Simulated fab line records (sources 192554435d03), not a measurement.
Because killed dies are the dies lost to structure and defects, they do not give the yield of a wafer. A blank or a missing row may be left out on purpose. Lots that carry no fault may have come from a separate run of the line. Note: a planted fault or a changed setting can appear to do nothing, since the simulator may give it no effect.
Which tool did it?    flow n5 finfet    10 lots, 30 wafers sampled, at 6 steps of a route of 1938

== WHAT EACH GAUGE READ, for each wafer ==
No reading from a measuring or inspecting step in the record can be judged against a usual standard deviation.

== TOOL THAT RAN EACH LOT (tool first, then ch and the chambers of the sampled wafers, then the start) ==
lot   N5_BEOL_M5_SPUTTER_83         N5_BEOL_M5_ANNEAL_84          N5_BEOL_M5_ANNEAL_51              N5_BEOL_M6_PECVD_70              N5_BEOL_M6_CMP_52              N5_PASSIVATION_PROBE_49
L369  pvd sputter-03, day 8 05:08   pvd sputter-03, day 8 05:13   rtp anneal-02 ch 0, day 8 08:06   pecvd-02 ch 0,1,2, day 8 09:35   cmp-04 ch 0,1,2, day 8 20:16   -
L372  pvd sputter-02, day 8 23:34   pvd sputter-02, day 8 23:38   rtp anneal-02 ch 0, day 9 03:35   pecvd-02 ch 0,1, day 9 05:36     cmp-02 ch 0,3, day 9 14:40     prober-01, day 13 06:06
L376  pvd sputter-03, day 10 01:54  pvd sputter-03, day 10 01:59  rtp anneal-01 ch 0, day 10 05:07  pecvd-01 ch 0,2, day 10 08:05    cmp-02 ch 1,2, day 10 14:52    -
L375  pvd sputter-01, day 10 15:19  pvd sputter-01, day 10 15:24  rtp anneal-02 ch 0, day 10 17:42  pecvd-04 ch 1,2, day 10 20:41    cmp-02 ch 0,1,2, day 11 01:56  -
L379  pvd sputter-03, day 10 18:26  pvd sputter-03, day 10 18:31  rtp anneal-01 ch 0, day 10 20:53  pecvd-01 ch 0,1, day 10 22:20    cmp-01 ch 1,2, day 11 06:42    -
L380  pvd sputter-02, day 11 08:18  pvd sputter-02, day 11 08:23  rtp anneal-01 ch 0, day 11 10:41  pecvd-01 ch 1,2, day 11 12:13    cmp-02 ch 0,1,2, day 11 19:21  -
L382  pvd sputter-01, day 12 01:42  pvd sputter-01, day 12 01:47  rtp anneal-01 ch 0, day 12 04:08  pecvd-04 ch 0,1,2, day 12 06:19  cmp-02 ch 0,1,3, day 12 13:37  prober-02, day 15 20:42
L385  pvd sputter-03, day 12 10:30  pvd sputter-03, day 12 10:35  rtp anneal-01 ch 0, day 12 13:05  pecvd-02 ch 0,1,2, day 12 14:38  cmp-01 ch 0,1,2, day 12 20:22  -
L388  pvd sputter-03, day 13 09:47  pvd sputter-03, day 13 09:52  rtp anneal-01 ch 0, day 13 12:17  pecvd-02 ch 1,2, day 13 13:54    cmp-02 ch 0,1,3, day 13 21:07  -
L390  pvd sputter-01, day 13 16:43  pvd sputter-01, day 13 16:48  rtp anneal-01 ch 0, day 13 19:08  pecvd-02 ch 1,2, day 13 20:37    cmp-04 ch 0,1,3, day 14 03:52  -
- N5_BEOL_M5_SPUTTER_83: material Cu, target thk 15 nm, time 27.62 s.
- N5_BEOL_M5_ANNEAL_84: time 1800 s.
- N5_BEOL_M5_ANNEAL_51: time 90 s.
- N5_BEOL_M6_PECVD_70: deposits SiO2 from TEOS/O2, target thk 20 nm, time 22.7 s.
- N5_BEOL_M6_CMP_52: polishes, stops on SiCOH lowk, t overpolish 6.9 s, target thk 80 nm.
- N5_PASSIVATION_PROBE_49

== AS READ BY THE TOOLS THEMSELVES (means over the sampled wafers that have a number; for cases with no such wafer, the mark the record gives instead) ==
N5_BEOL_M5_SPUTTER_83. Usual: chuck gas flow sccm 1.26 sccm, standard deviation 0.05; throttle valve pct 29.5 %, standard deviation 1.1.
lot   tool            chuck gas flow sccm (sccm)  throttle valve pct (%)  flag
L369  pvd sputter-03  1.26                        28.7                    
L372  pvd sputter-02  1.27                        30.5                    
L376  pvd sputter-03  1.20                        28.8                    
L375  pvd sputter-01  1.23                        29.1                    
L379  pvd sputter-03  1.24                        29.5                    
L380  pvd sputter-02  1.24                        30.6                    
L382  pvd sputter-01  1.28                        29.3                    
L385  pvd sputter-03  1.28                        28.6                    
L388  pvd sputter-03  1.29                        28.8                    
L390  pvd sputter-01  1.29                        29.1                    

N5_BEOL_M5_ANNEAL_84. Usual: heater power w reads 827 W (standard deviation 60).
lot   tool            heater power w (W)  flag
L369  pvd sputter-03  798                 
L372  pvd sputter-02  797                 
L376  pvd sputter-03  812                 
L375  pvd sputter-01  843                 
L379  pvd sputter-03  896                 
L380  pvd sputter-02  787                 
L382  pvd sputter-01  822                 
L385  pvd sputter-03  768                 
L388  pvd sputter-03  817                 
L390  pvd sputter-01  829                 

N5_BEOL_M5_ANNEAL_51. Usual: wafer_temp_C_max reads 225.77 (standard deviation 0.21).
lot   tool           wafer_temp_C_max  flag
L369  rtp anneal-02  225.85            
L372  rtp anneal-02  225.93            
L376  rtp anneal-01  225.69            
L375  rtp anneal-02  225.86            
L379  rtp anneal-01  225.88            
L380  rtp anneal-01  225.95            
L382  rtp anneal-01  225.97            
L385  rtp anneal-01  225.89            
L388  rtp anneal-01  225.73            
L390  rtp anneal-01  225.55            

N5_BEOL_M6_PECVD_70. Usual: heater power w 738 W, standard deviation 140; showerhead plenum p Torr 8.80 Torr, standard deviation 0.05; throttle valve pct 22.4 %, standard deviation 0.79.
lot   tool      heater power w (W)  showerhead plenum p Torr (Torr)  throttle valve pct (%)  flag
L369  pecvd-02  917                 8.81                             22.3                    
L372  pecvd-02  950                 8.77                             22.4                    
L376  pecvd-01  601                 8.78                             21.7                    
L375  pecvd-04  719                 8.77                             22.3                    
L379  pecvd-01  673                 8.82                             22.7                    
L380  pecvd-01  737                 8.74                             22.8                    
L382  pecvd-04  678                 8.79                             22.1                    
L385  pecvd-02  906                 8.81                             22.5                    
L388  pecvd-02  813                 8.85                             22.6                    
L390  pecvd-02  751                 8.85                             22.6                    

N5_BEOL_M6_CMP_52. Usual: barrier field endpoint s 28.9 s, standard deviation 0.85; clearing platen rpm 50.002 rpm, standard deviation 0.028; motor current A 5.8 A, standard deviation 0.51; overpolish run s 6.900 s, standard deviation 0.0091; time to endpoint s 63 s, standard deviation 3.5.
lot   tool    barrier field endpoint s (s)  clearing platen rpm (rpm)  motor current A (A)  overpolish run s (s)  time to endpoint s (s)  flag
L369  cmp-04  28.8                          50.041                     6.0                  6.895                 62                      
L372  cmp-02  29.1                          49.987                     5.2                  6.902                 67                      
L376  cmp-02  28.3                          49.975                     5.5                  6.895                 62                      
L375  cmp-02  30.1                          50.002                     5.3                  6.904                 67                      
L379  cmp-01  28.1                          50.034                     6.4                  6.909                 58                      
L380  cmp-02  29.7                          50.001                     5.5                  6.897                 66                      
L382  cmp-02  30.4                          50.000                     5.5                  6.904                 69                      
L385  cmp-01  28.0                          50.008                     5.9                  6.897                 59                      
L388  cmp-02  46.7                          49.995                     5.3                  0.040                 68                      OFF
L390  cmp-04  46.7                          49.996                     6.1                  0.040                 61                      OFF

N5_PASSIVATION_PROBE_49. Usual: defect limited yield 91.0 %, standard deviation 1.5; killed_at_M0_to_M3 34, standard deviation 9.1; killed_at_M4_up 14, standard deviation 5.7; killed at contacts 13, standard deviation 5.7; killed at front end 42, standard deviation 12; killed at other 4, standard deviation 3.4; killed dies 106, standard deviation 17; killed open 70, standard deviation 13; killed short 34, standard deviation 7.5; sort_bin_5_function 5.2 %, standard deviation 0.94; sort_bin_6_memory 3.4 %, standard deviation 0.69; sort_bin_8_speed 0.00 %, standard deviation 0.029; sort n pass 1074, standard deviation 17; sort yield pct 91.0 %, standard deviation 1.5.
lot   tool       defect limited yield (%)  killed_at_M0_to_M3  killed_at_M4_up  killed at contacts  killed at front end  killed at other  killed dies  killed open  killed short  sort_bin_5_function (%)  sort_bin_6_memory (%)  sort_bin_8_speed (%)  sort n pass  sort yield pct (%)  flag
L372  prober-01  91.4                      31                  15               12                  38                   5                102          70           30            5.0                      3.3                    0.00                  1078         91.4                
L382  prober-02  91.4                      25                  11               12                  51                   3                102          70           29            5.2                      3.1                    0.00                  1078         91.4                

== THE ANSWER, worked out from the rows above alone ==
Rule: a lot is off if the mean of its wafers that have a number lies more than 3 standard deviations from the usual mean. A lot without any number at a reading at which 4 lots or more have one is off too. All remaining lots with rows at the step are treated as sound. The gauges are gone through in route order, then the tools' own readings, and for those a lot's mean is taken as printed above. At the first step where some lot is off, the reading lying furthest off is the one used; lots without a number count as furthest.
Off: L388, L390 (N5_BEOL_M6_CMP_52, overpolish run s).
A tool fits if, at that step or a process step before it, it ran every lot that is off, and no sound lot after the first of them. 2 tools fit, rtp anneal-01 at N5_BEOL_M5_ANNEAL_51 and pecvd-02 at N5_BEOL_M6_PECVD_70, so this cannot tell which one it is.

== WHAT THE SIMULATOR HAD PUT IN ==
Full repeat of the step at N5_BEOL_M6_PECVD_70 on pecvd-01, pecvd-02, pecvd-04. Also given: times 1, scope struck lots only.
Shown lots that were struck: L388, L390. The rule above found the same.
